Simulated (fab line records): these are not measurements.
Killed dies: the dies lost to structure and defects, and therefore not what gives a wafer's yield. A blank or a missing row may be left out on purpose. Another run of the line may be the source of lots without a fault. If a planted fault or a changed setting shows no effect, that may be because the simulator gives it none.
Matching of chambers	flow n5Finfet	N5_BEOL_M12_DESCUM_15 on rieDiel-03: 4 sister chambers
The step chemistry O2, time 7.9 s. 20 wafers are shown with their chamber, then 10 later ones without.

== WAFERS PAIRED WITH THEIR CHAMBERS ==
wafer	chamber	showerheadPlenumPTorr (Torr)	throttleValvePct (%)	rfVppV (V)
L075.1	1	2.08	20.02	244.0
L075.4	0	2.17	20.47	245.1
L075.6	2	2.03	20.65	243.0
L078.1	1	2.08	20.04	243.3
L078.3	3	2.00	20.29	241.6
L078.6	3	2.00	20.29	242.3
L080.1	3	2.00	20.29	241.4
L080.3	0	2.17	20.50	243.6
L080.4	1	2.07	20.04	245.2
L086.1	0	2.16	20.50	245.1
L086.4	2	2.02	20.69	241.4
L086.5	1	2.07	20.06	242.5
L089.2	0	2.16	20.53	245.0
L089.3	2	2.02	20.72	241.4
L089.5	1	2.07	20.08	240.7
L094.1	0	2.16	20.52	243.1
L094.2	1	2.06	20.09	243.0
L094.3	3	1.99	20.33	241.5
L094.4	3	1.99	20.33	240.9
L094.5	0	2.16	20.54	244.2

SIGNATURES (averages over the wafers above)
reading	chamber 0	chamber 1	chamber 2	chamber 3	scatter within a chamber
showerheadPlenumPTorr	2.1633	2.0717	2.0233	1.9960	0.00614
throttleValvePct	20.5100	20.0550	20.6867	20.3060	0.0264
rfVppV	244.350	243.117	241.933	241.540	1.05
Rule: for a wafer and a chamber, the distance is found by dividing, reading by reading, the gap between the wafer's reading and the chamber's mean by the reading's scatter, squaring, summing and taking the root. The wafer belongs to the nearest chamber; if the next one is less than 2 further off, it can't be placed. The scatter: the root of (the sum of the squares of (reading less its chamber's mean) over the shown wafers, divided by (wafers less chambers)).

== WAFERS MISSING THEIR CHAMBER ==
wafer	showerheadPlenumPTorr (Torr)	throttleValvePct (%)	rfVppV (V)
L094.6	2.06	20.08	243.4
L093.1	1.99	20.33	241.6
L093.2	2.06	20.08	243.4
L093.3	2.16	20.53	242.9
L093.4	2.06	20.09	243.6
L093.5	1.99	20.33	243.1
L093.6	2.16	20.53	243.9
L096.3	2.15	20.54	244.6
L096.4	2.06	20.11	244.9
L096.5	1.99	20.36	241.3

== EACH ONE'S CHAMBER ==
wafer	from the rows above	in truth
L094.6	1	1
L093.1	3	3
L093.2	1	1
L093.3	0	0
L093.4	1	1
L093.5	3	3
L093.6	0	0
L096.3	0	0
L096.4	1	1
L096.5	3	3
Correct placement for 10 of the 10. Left unplaced by these rows: 0. Number placed wrongly: 0.
